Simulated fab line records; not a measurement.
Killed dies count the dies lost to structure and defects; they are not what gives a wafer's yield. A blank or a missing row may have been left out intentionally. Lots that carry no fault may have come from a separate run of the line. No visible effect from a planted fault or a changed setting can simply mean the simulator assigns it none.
A struck lot beside a sound one + flow nand-harc + 16 steps out of a route of 1302
Sound: wafers L209.1, L209.2, L209.5. Wafers struck: L224.2, L224.4, L224.6. Last of all comes the cause.
Per side, at each step with rows, come the tool, then ch with its chambers, and then its first start. Under that, the readings that differ: sound wafers + struck wafers + difference of the means + sigmas: that difference in standard deviations of wafers without a fault.
alike: a reading whose means differ by less than 2 such deviations, as well as words and numbers matching on both sides. not compared: withheld readings; readings where some wafer has no value; bounds like >300 that might hide an equal value; numbers whose values overlap and for which the record gives no deviation.
A row with sigmas, a row that says differs or no value, or rows on one side alone: a step with any of these is where the two part. Numbers that have no deviation but don't overlap get no sigmas and don't part them. A reading that every wafer of one side lacks parts them only if that side has two wafers or more.

NHARC_A_ONON_D2_THK_MEAS_02: measures by ellipsometry.
  struck on film-metro-01, day 21 22:50; sound on film-metro-01, day 15 18:28
| reading     | sound       | struck         | difference | sigmas |
|-------------|-------------|----------------|------------|--------|
| thk-nm (nm) | 983 984 980 | 1001 1002 1002 | +19        | +2     |
following that, 1 step holds no rows for these wafers, namely NHARC_A_ONON_D2_DEP_03 (target thickness 1000 nm).
NHARC_A_ONON_D2_THK_MEAS_05: measures by ellipsometry.
  struck on film-metro-02, day 21 23:24; sound on film-metro-01, day 15 19:01
  alike: thk-nm
following that, 1 step holds no rows for these wafers, namely NHARC_A_ONON_D2_DEP_06 (target thickness 1000 nm).
NHARC_A_ONON_D2_THK_MEAS_08: measures by ellipsometry.
  struck on film-metro-01, day 21 23:58; sound on film-metro-02, day 15 19:35
| reading     | sound          | struck      | difference | sigmas |
|-------------|----------------|-------------|------------|--------|
| thk-nm (nm) | 1002 1000 1002 | 977 978 978 | -24        | -2     |
following that, 1 step holds no rows for these wafers, namely NHARC_A_ONON_D2_DEP_09 (target thickness 1000 nm).
NHARC_A_ONON_D2_THK_MEAS_11: measures by ellipsometry.
  struck on film-metro-01, day 22 00:32; sound on film-metro-02, day 15 20:09
| reading     | sound       | struck         | difference | sigmas |
|-------------|-------------|----------------|------------|--------|
| thk-nm (nm) | 984 982 984 | 1003 1003 1004 | +20        | +2     |
following that, 1 step holds no rows for these wafers, namely NHARC_A_ONON_D2_DEP_12 (target thickness 1000 nm).
NHARC_A_ONON_D2_THK_MEAS_14: measures by ellipsometry.
  struck on film-metro-01, day 22 01:05; sound on film-metro-02, day 15 20:43
| reading     | sound       | struck         | difference | sigmas |
|-------------|-------------|----------------|------------|--------|
| thk-nm (nm) | 979 980 979 | 1006 1007 1008 | +28        | +3     |
then, 2 steps without rows for these wafers: NHARC_A_ONON_D2_ANNEAL_15 (time 3600 s); NHARC_A_ONON_D2_DEP_16 (target thk 1000 nm).
NHARC_A_ONON_D2_THK_MEAS_18: measures by ellipsometry.
  struck on film-metro-01, day 22 05:37; sound on film-metro-01, day 16 01:47
  alike: thk-nm
NHARC_A_ONON_D2_DEP_19: target thk 1000 nm.
  sound on pecvd-onon-02 ch 0, day 16 01:50; struck on pecvd-onon-02 ch 0, day 22 05:44
  alike: nh3-flow-sccm
NHARC_A_ONON_D2_THK_MEAS_21: measures by ellipsometry.
  struck on film-metro-01, day 22 06:13; sound on film-metro-02, day 16 02:20
| reading     | sound          | struck      | difference | sigmas |
|-------------|----------------|-------------|------------|--------|
| thk-nm (nm) | 1002 1004 1000 | 755 753 758 | -247       | -29    |
following that, 1 step holds no rows for these wafers, namely NHARC_A_ONON_D2_DEP_22 (target thickness 1000 nm).
-- jump in the record: it breaks off in module A_ONON_D2 and resumes in module END (first step shown: number 1302 of the route), and 11 days separate the struck wafers' starts before and after --
NHARC_END_SORT_01:
  here the record holds rows for the struck wafers (prober-02 ch 0, day 33 13:30) but none for the sound ones

WHERE THEY PART
At NHARC_A_ONON_D2_THK_MEAS_02 first; at NHARC_END_SORT_01 last (within this record only).

WHY: whatever the simulator had introduced
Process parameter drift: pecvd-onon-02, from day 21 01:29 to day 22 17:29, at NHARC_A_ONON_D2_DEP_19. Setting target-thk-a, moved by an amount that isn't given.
